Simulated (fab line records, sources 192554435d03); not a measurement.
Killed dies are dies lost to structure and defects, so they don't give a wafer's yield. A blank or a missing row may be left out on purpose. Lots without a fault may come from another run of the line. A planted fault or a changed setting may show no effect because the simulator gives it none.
Chamber matching | flow n5_finfet | N5_FIN_SAQP_SPACER1_ALD_24 on ald_sin-01: 4 sister chambers
The step deposits SiO2, target thk 20.3 nm, pulse time 1 s, purge time 2 s. 16 wafers are shown with their chamber, then 8 later ones without.

WAFERS WITH THEIR CHAMBER
wafer  | chamber | heater_power_w (W) | chamber_pressure_Torr (Torr) | precursor_pulse_height_rel
L076.3 | 3       | 382                | 1.992                        | 0.989
L076.4 | 1       | 522                | 2.000                        | 0.978
L076.6 | 1       | 510                | 1.998                        | 0.996
L078.2 | 2       | 501                | 2.002                        | 0.988
L078.4 | 1       | 523                | 2.000                        | 0.988
L078.5 | 3       | 381                | 1.997                        | 0.985
L081.1 | 0       | 601                | 1.999                        | 1.006
L081.3 | 1       | 508                | 1.997                        | 1.025
L081.6 | 0       | 617                | 1.998                        | 0.950
L087.2 | 1       | 471                | 2.005                        | 0.979
L087.4 | 2       | 479                | 2.001                        | 1.038
L087.5 | 3       | 378                | 2.002                        | 1.003
L089.3 | 0       | 593                | 2.003                        | 0.989
L089.4 | 1       | 494                | 1.999                        | 1.019
L089.5 | 1       | 484                | 1.997                        | 1.004
L092.2 | 2       | 492                | 2.002                        | 0.992

SIGNATURES (means of the wafers above)
reading                    | chamber 0 | chamber 1 | chamber 2 | chamber 3 | scatter within a chamber
heater_power_w             | 603.67    | 501.71    | 490.67    | 380.33    | 15.4
chamber_pressure_Torr      | 2.00000   | 1.99943   | 2.00167   | 1.99700   | 0.00303
precursor_pulse_height_rel | 0.98167   | 0.99843   | 1.00600   | 0.99233   | 0.0213
Rule: a wafer's distance from a chamber is the root of the sum, over the readings, of the square of ((its reading less the chamber's mean) divided by the reading's scatter). The wafer belongs to the nearest chamber; if the next one is less than 2 further off, it can't be placed. The scatter: the root of (the sum of the squares of (reading less its chamber's mean) over the shown wafers, divided by (wafers less chambers)).

WAFERS WITHOUT THEIR CHAMBER
wafer  | heater_power_w (W) | chamber_pressure_Torr (Torr) | precursor_pulse_height_rel
L092.4 | 376                | 1.992                        | 0.980
L092.5 | 593                | 1.999                        | 0.981
L093.1 | 609                | 2.000                        | 0.986
L093.4 | 491                | 1.999                        | 1.046
L093.5 | 379                | 2.003                        | 0.975
L097.4 | 487                | 1.997                        | 1.028
L097.5 | 370                | 1.994                        | 0.983
L097.6 | 491                | 2.005                        | 0.997

WHICH CHAMBER EACH WENT THROUGH
wafer  | from the rows above     | in truth
L092.4 | 3                       | 3
L092.5 | 0                       | 0
L093.1 | 0                       | 0
L093.4 | can't be placed: 2 or 1 | 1
L093.5 | 3                       | 3
L097.4 | can't be placed: 1 or 2 | 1
L097.5 | 3                       | 3
L097.6 | can't be placed: 2 or 1 | 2
Placed correctly: 5 of 8. Can't be placed from these rows: 3 (the true chamber is among the candidates in 3). Placed wrongly: 0.
